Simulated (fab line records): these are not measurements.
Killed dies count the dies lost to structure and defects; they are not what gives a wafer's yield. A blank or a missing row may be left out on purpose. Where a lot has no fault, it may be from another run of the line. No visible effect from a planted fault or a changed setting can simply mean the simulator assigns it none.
fab line records | flow n5-finfet
[record] lots = 11 wafers = 32 last-day = 18
route steps=1938 shown BEOL_M6@1197 BEOL_M7@1263
lots that met no fault: taken from a fault-free run of the same line
start-h: start of the lot's first displayed wafer, in hours after the record's first day | wait-h: hours elapsed since this lot's preceding step | " repeats the value in the row above | L1.1+2: a row that stands for several wafers | - no value, or no start was given | * or withheld: withheld | < > ~ a bound
route shown NAME@n: NAME is a module with steps in the file, n the number in the route of the first one | usual: mean and standard deviation over wafers with no fault | same: alike in all rows | chamber/n: place in a boat | sites: readings site by site | _std_site: their standard deviation | _edge_site: outer sites' mean less inner sites' | radius-mm: for every site, how far away it sits from the centre of the wafer | mask NAME#n: copy n | behind: the last tool/chamber to shape the wafer | hold: why the lot went on hold/how many hours it stayed there/how the hold came to an end | device: the transistor (n, p or np) that didn't switch | end of line: at the end of the route, the tests of the same wafers | a step with no rows: only its recipe | killed: dies that structure and defects cost at the first sort, which is not the same as the wafer's yield | map: dies across one wafer; x = killed, . = not, _ = none there
set.NAME: the setting as run; set.NAME@STEP: as run at that earlier step | model.NAME: the simulator's own value behind a step, which no gauge read
a sample of lots followed through the steps of the route, with each step as a table and each wafer as a row
services: the hour from which a tool's chamber was out of use, counted from the record's first day as start-h (under 0 if before that day), plus the number of hours and why
[[steps]]
[step N5_BEOL_M6_PECVD_70]
[recipe] material = SiO2 target-thk-a = 200 temp-c = 400 precursor = TEOS/O2 pressure-torr = 5.5 rf-w = 450 teos-flow-sccm = 53.8 gas = O2 flow-sccm = 3000 time-s = 22.7
[usual] heater-power-w = 673/80 showerhead-plenum-p-Torr = 8.76/0.053 throttle-valve-pct = 21.7/0.94
// columns lot.wafer tool chamber start-h wait-h heater-power-w showerhead-plenum-p-Torr throttle-valve-pct
L984.1 pecvd-03 1 175.86 0.0 676 8.88 21.6
L984.3 " 0 " " 742 8.76 22.9
L984.5 " 2 " " 697 8.84 21.0
L987.1 pecvd-04 0 192.38 0.0 486 8.67 21.0
L987.4 " 1 " " 774 8.77 23.4
L987.6 " 2 " " 598 8.80 20.9
L985.2 pecvd-02 1 207.31 0.0 739 8.70 21.6
L985.4 " 1 " " 743 8.71 21.4
L985.6 " 2 " " 598 8.80 20.7
L992.1 pecvd-03 1 239.45 0.0 576 8.83 21.6
L992.4 " 0 " " 719 8.73 22.9
L992.5 " 2 " " 726 8.83 21.1
L991.1 pecvd-04 0 241.73 0.0 485 8.66 21.1
L991.2 " 1 " " 828 8.73 23.9
L991.6 " 0 " " 479 8.68 21.1
L993.2 pecvd-04 1 246.43 0.0 805 8.75 23.6
L993.4 " 1 " " 789 8.74 23.7
L993.6 " 0 " " 493 8.68 21.0
L995.5 pecvd-04 0 266.05 0.1 526 8.66 21.0
L995.6 " 1 " " 758 8.76 23.5
L102.3 pecvd-03 2 304.40 0.0 683 8.82 21.3
L102.5 " 0 " " 647 8.72 23.3
L102.6 " 1 " " 645 8.86 21.2
L103.2 pecvd-02 2 310.27 0.0 645 8.78 20.8
L103.3 " 0 " " 743 8.73 22.1
L103.4 " 0 " " 727 8.77 22.2
L105.2 pecvd-03 0 331.55 0.0 724 8.72 23.1
L105.5 " 1 " " 579 8.87 21.6
L105.6 " 0 " " 726 8.76 23.1
L104.3 pecvd-02 0 335.58 0.0 626 8.75 21.6
L104.5 " 2 " " 733 8.77 20.8
L104.6 " 0 " " 635 8.74 21.9
[step N5_BEOL_M6_SURFACE_TREAT_79]
[recipe] gas = Ar time-s = * ion-energy-ev = * ion-current-ma-cm2 = 0.5 pressure-mtorr = * ar-flow-sccm = 30
[usual] throttle-valve-pct = *
// columns lot.wafer tool chamber start-h wait-h throttle-valve-pct
L984.1 pvd-sputter-01 - 182.12 0.3 *
L984.3 " - " " *
L984.5 " - " " *
L987.1 pvd-sputter-03 - 203.12 0.2 *
L987.4 " - " " *
L987.6 " - " " *
L985.2 pvd-sputter-02 - 214.92 1.5 *
L985.4 " - " " *
L985.6 " - " " *
L992.1 pvd-sputter-02 - 245.13 0.3 *
L992.4 " - " " *
L992.5 " - " " *
L991.1 pvd-sputter-03 - 250.35 1.6 *
L991.2 " - " " *
L991.6 " - " " *
L993.2 pvd-sputter-03 - 251.63 0.2 *
L993.4 " - " " *
L993.6 " - " " *
L995.5 pvd-sputter-01 - 273.79 0.1 *
L995.6 " - " " *
L102.3 pvd-sputter-01 - 309.51 0.2 *
L102.5 " - " " *
L102.6 " - " " *
L103.2 pvd-sputter-03 - 316.81 0.2 *
L103.3 " - " " *
L103.4 " - " " *
L105.2 pvd-sputter-03 - 340.17 0.3 *
L105.5 " - " " *
L105.6 " - " " *
L104.3 pvd-sputter-02 - 342.11 0.2 *
L104.5 " - " " *
L104.6 " - " " *
[step N5_BEOL_M6_ANNEAL_51]
[recipe] temp-c = 225 time-s = 90 ambient = N2
[usual] wafer_temp_C_max = 225.99/0.29
// columns lot.wafer tool chamber start-h wait-h wafer_temp_C_max
L984.1 rtp-anneal-02 0 182.94 0.4 225.87
L984.3 " 0 " " 225.73
L984.5 " 0 " " 225.74
L987.1 rtp-anneal-02 0 203.58 0.1 225.70
L987.4 " 0 " " 225.74
L987.6 " 0 " " 225.67
L985.2 rtp-anneal-02 0 215.52 0.1 225.64
L985.4 " 0 " " 225.88
L985.6 " 0 " " 225.70
L992.1 rtp-anneal-01 0 246.59 0.8 226.55
L992.4 " 0 " " 225.96
L992.5 " 0 " " 226.15
L991.1 rtp-anneal-02 0 251.01 0.2 225.61
L991.2 " 0 " " 225.77
L991.6 " 0 " " 225.80
L993.2 rtp-anneal-01 0 252.49 0.4 225.92
L993.4 " 0 " " 226.30
L993.6 " 0 " " 226.42
L995.5 rtp-anneal-02 0 274.40 0.2 225.49
L995.6 " 0 " " 225.68
L102.3 rtp-anneal-01 0 309.98 0.1 226.42
L102.5 " 0 " " 226.41
L102.6 " 0 " " 225.64
L103.2 rtp-anneal-01 0 317.37 0.2 225.76
L103.3 " 0 " " 226.23
L103.4 " 0 " " 226.09
L105.2 rtp-anneal-01 0 340.74 0.1 225.88
L105.5 " 0 " " 226.31
L105.6 " 0 " " 225.62
L104.3 rtp-anneal-02 0 342.85 0.1 225.52
L104.5 " 0 " " 225.47
L104.6 " 0 " " 225.60
[step N5_BEOL_M6_CMP_52]
[recipe] stop-on = SiCOH_lowk t-overpolish-s = 6.9 down-force-psi = 1 platen-rpm = 50 clearing-platen-down-force-psi = 1.5 clearing-platen-rpm = 50 post-cmp-clean = cu-alkaline target-thk-nm = 80 clearing-platen-pad-velocity-m-s = 0.99484 pad-velocity-m-s = 0.99484
[usual] barrier-field-endpoint-s = 29.1/0.73 motor-current-A = 6.4/0.71 overpolish-run-s = 6.901/0.0097
// columns lot.wafer tool chamber start-h wait-h barrier-field-endpoint-s motor-current-A overpolish-run-s
L984.1 cmp-04 2 183.28 0.3 30.0 6.9 6.908
L984.3 " 0 " " 28.6 7.0 6.889
L984.5 " 2 " " 30.7 6.8 6.893
L987.4 cmp-02 3 203.95 0.2 29.9 5.7 6.889
L987.1 " 0 " " 29.5 7.6 6.891
L987.6 " 1 " " 29.0 6.3 6.893
L985.4 cmp-03 0 215.77 0.1 28.3 5.9 6.899
L985.2 " 2 " " 27.8 6.4 6.886
L985.6 " 0 " " 27.7 5.9 6.889
L992.1 cmp-03 3 246.97 0.3 28.4 4.7 6.890
L992.4 " 0 " " 28.8 6.0 6.907
L992.5 " 1 " " 29.7 6.5 6.901
L991.2 cmp-02 2 251.34 0.2 29.1 6.0 6.904
L991.1 " 3 " " 29.3 6.0 6.906
L991.6 " 2 " " 30.1 5.9 6.913
L993.4 cmp-04 2 252.78 0.2 30.1 7.0 6.893
L993.2 " 0 " " 28.4 6.3 6.897
L993.6 " 2 " " 29.4 6.8 6.889
L995.6 cmp-03 2 274.67 0.2 29.4 6.0 6.911
L995.5 " 3 " " 40.6 5.0 6.255
L102.3 cmp-04 3 310.23 0.2 29.4 7.3 6.913
L102.5 " 2 " " 29.2 6.5 6.917
L102.6 " 3 " " 28.4 7.1 6.886
L103.3 cmp-02 0 317.62 0.2 28.5 7.4 6.916
L103.2 " 1 " " 28.9 6.4 6.902
L103.4 " 3 " " 29.3 5.9 6.912
L105.2 cmp-04 0 341.00 0.2 29.0 6.4 6.891
L105.5 " 0 " " 29.2 6.5 6.901
L105.6 " 1 " " 29.9 6.5 6.892
L104.3 cmp-03 1 343.38 0.5 29.3 6.3 6.904
L104.6 " 2 " " 28.9 6.5 6.904
L104.5 " 3 " " 28.5 5.0 6.904
[step N5_BEOL_M7_ILD_DEP_00]
[recipe] material = SiCOH_lowk target-thk-a = 1797.5 temp-c = 300 precursor = DEMS/porogen pressure-torr = 5 rf-w = 500 time-s = 33.4
[usual] heater-power-w = 285/53 showerhead-plenum-p-Torr = 5.734/0.015 throttle-valve-pct = 13.7/0.78
// columns lot.wafer tool chamber start-h wait-h heater-power-w showerhead-plenum-p-Torr throttle-valve-pct
L984.1 pecvd-01 0 183.73 0.0 302 5.751 13.9
L984.3 " 2 " " 321 5.740 15.0
L984.5 " 0 " " 312 5.741 14.0
L987.1 pecvd-02 1 204.36 0.0 332 5.724 13.3
L987.4 " 0 " " 257 5.739 13.4
L987.6 " 1 " " 257 5.714 13.3
L985.2 pecvd-01 1 216.26 0.0 299 5.731 15.0
L985.4 " 0 " " 364 5.748 13.7
L985.6 " 1 " " 300 5.732 14.8
L992.1 pecvd-04 1 247.39 0.0 363 5.727 14.6
L992.4 " 2 " " 252 5.757 13.0
L992.5 " 1 " " 370 5.745 14.7
L991.1 pecvd-04 0 251.79 0.0 226 5.712 13.2
L991.2 " 1 " " 337 5.714 14.4
L991.6 " 0 " " 219 5.721 12.9
L993.2 pecvd-04 1 253.23 0.0 313 5.744 14.3
L993.4 " 1 " " 331 5.740 14.8
L993.6 " 0 " " 166 5.702 13.2
L995.5 pecvd-02 0 275.03 0.1 318 5.739 13.4
L995.6 " 2 " " 247 5.744 12.8
L102.3 pecvd-01 1 310.71 0.0 297 5.737 15.5
L102.5 " 0 " " 356 5.766 14.5
L102.6 " 2 " " 293 5.738 13.4
L103.2 pecvd-01 1 318.11 0.0 294 5.733 15.3
L103.3 " 0 " " 348 5.749 14.1
L103.4 " 1 " " 290 5.749 15.1
L105.2 pecvd-04 2 341.48 0.0 251 5.729 13.3
L105.5 " 2 " " 248 5.737 13.1
L105.6 " 1 " " 356 5.746 14.5
L104.3 pecvd-04 1 343.76 0.0 308 5.730 14.7
L104.5 " 1 " " 317 5.720 14.6
L104.6 " 2 " " 276 5.731 13.2
[[services]]
// columns tool chamber start-h hours kind
pecvd-02 2 162.58 6.2 repair
pecvd-03 0 179.48 4.6 scheduled-down
pecvd-03 - 199.47 0.3 repair
pecvd-01 2 202.38 - clean
pecvd-01 2 202.38 - consumable-replace:showerhead
pecvd-01 2 202.38 29.0 scheduled-down
pecvd-01 2 202.38 29.0 vent-cycle
cmp-02 - 207.76 20.2 pm
cmp-03 - 222.93 2.0 repair
cmp-04 - 223.35 3.7 repair
cmp-03 - 239.45 2.6 repair
pecvd-04 1 255.55 2.1 scheduled-down
cmp-03 - 256.88 0.8 repair
cmp-04 - 258.84 4.0 pm
cmp-04 - 262.84 - consumable-replace:conditioner
cmp-03 - 265.70 3.4 pm
pecvd-03 - 270.84 0.9 repair
cmp-04 - 278.23 0.5 repair
cmp-02 - 282.50 0.3 repair
pecvd-02 1 295.21 5.2 repair
cmp-02 - 297.28 0.4 repair
cmp-02 - 312.73 1.5 repair
cmp-03 - 318.99 4.0 pm
pecvd-02 2 342.80 2.1 scheduled-down
[[key]]
[first-sign] step = N5_BEOL_M6_CMP_52 reading = overpolish-run-s direction = down sigmas = 66 usual = 6.901 struck = 6.255
[effect] step = N5_BEOL_M6_CMP_52 reading = barrier-field-endpoint-s direction = up sigmas = 16 usual = 29.1 struck = 40.6
met-at N5_BEOL_M6_PECVD_70
struck-lots L995
struck-wafers L995.5
not-acting-at N5_BEOL_M6_SURFACE_TREAT_79,N5_BEOL_M6_ANNEAL_51,N5_BEOL_M7_ILD_DEP_00
onset-between 246.43 266.05
[fault] kind = process-parameter-drift tool = pecvd-04 chamber = - onset-h = 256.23 steps = N5_BEOL_M6_PECVD_70 channel = time-s offset = * shape = step end-h = 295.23 scope = struck-wafers-only acts-in = * stated = *
